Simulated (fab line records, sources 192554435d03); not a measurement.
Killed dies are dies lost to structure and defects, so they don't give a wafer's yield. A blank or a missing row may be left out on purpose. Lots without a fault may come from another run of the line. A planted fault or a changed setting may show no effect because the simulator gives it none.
Chamber matching | flow n5_finfet | N5_BEOL_M4_ILD_DEP_00 on pecvd-02: 3 sister chambers
The step deposits SiOC from DEMS/O2, target thk 79 nm, time 15.3 s. 6 wafers are shown with their chamber, then 10 later ones without.

WAFERS WITH THEIR CHAMBER
wafer  | chamber | showerhead_plenum_p_Torr (Torr) | throttle_valve_pct (%)
L077.3 | 1       | 5.657                           | 11.7
L085.1 | 1       | 5.675                           | 11.8
L090.4 | 2       | 5.707                           | 11.6
L090.5 | 0       | 5.691                           | 11.7
L093.1 | 0       | 5.687                           | 11.5
L093.2 | 2       | 5.707                           | 11.4

WAFERS WITHOUT THEIR CHAMBER
wafer  | showerhead_plenum_p_Torr (Torr) | throttle_valve_pct (%)
L093.6 | 5.692                           | 11.6
L094.1 | 5.710                           | 11.2
L094.4 | 5.712                           | 11.5
L094.5 | 5.704                           | 11.7
L095.1 | 5.700                           | 11.3
L095.3 | 5.678                           | 11.3
L095.4 | 5.702                           | 11.4
L096.3 | 5.688                           | 11.3
L096.4 | 5.683                           | 12.0
L096.6 | 5.686                           | 11.7

WHICH CHAMBER EACH WENT THROUGH
wafer  | from the rows above          | in truth
L093.6 | can't be placed: 0 or 2      | 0
L094.1 | can't be placed: 2 or 0      | 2
L094.4 | 2                            | 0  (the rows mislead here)
L094.5 | can't be placed: 2 or 0      | 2
L095.1 | can't be placed: 2 or 0      | 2
L095.3 | can't be placed: 0 or 1 or 2 | 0
L095.4 | can't be placed: 2 or 0      | 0
L096.3 | can't be placed: 0 or 2      | 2
L096.4 | can't be placed: 1 or 0      | 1
L096.6 | can't be placed: 0 or 1      | 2
Placed correctly: 0 of 10. Can't be placed from these rows: 9 (the true chamber is among the candidates in 8). Placed wrongly: 1.
How it was worked out, from the rows above alone: a wafer's distance from a chamber is the root of the sum, over the readings, of the square of ((its reading less the chamber's mean) divided by the reading's scatter). The wafer belongs to the nearest chamber; if the next one is less than 2 further off, it can't be placed. A chamber's mean is the mean of its shown wafers. The scatter: the root of (the sum of the squares of (reading less its chamber's mean) over the shown wafers, divided by (wafers less chambers)).
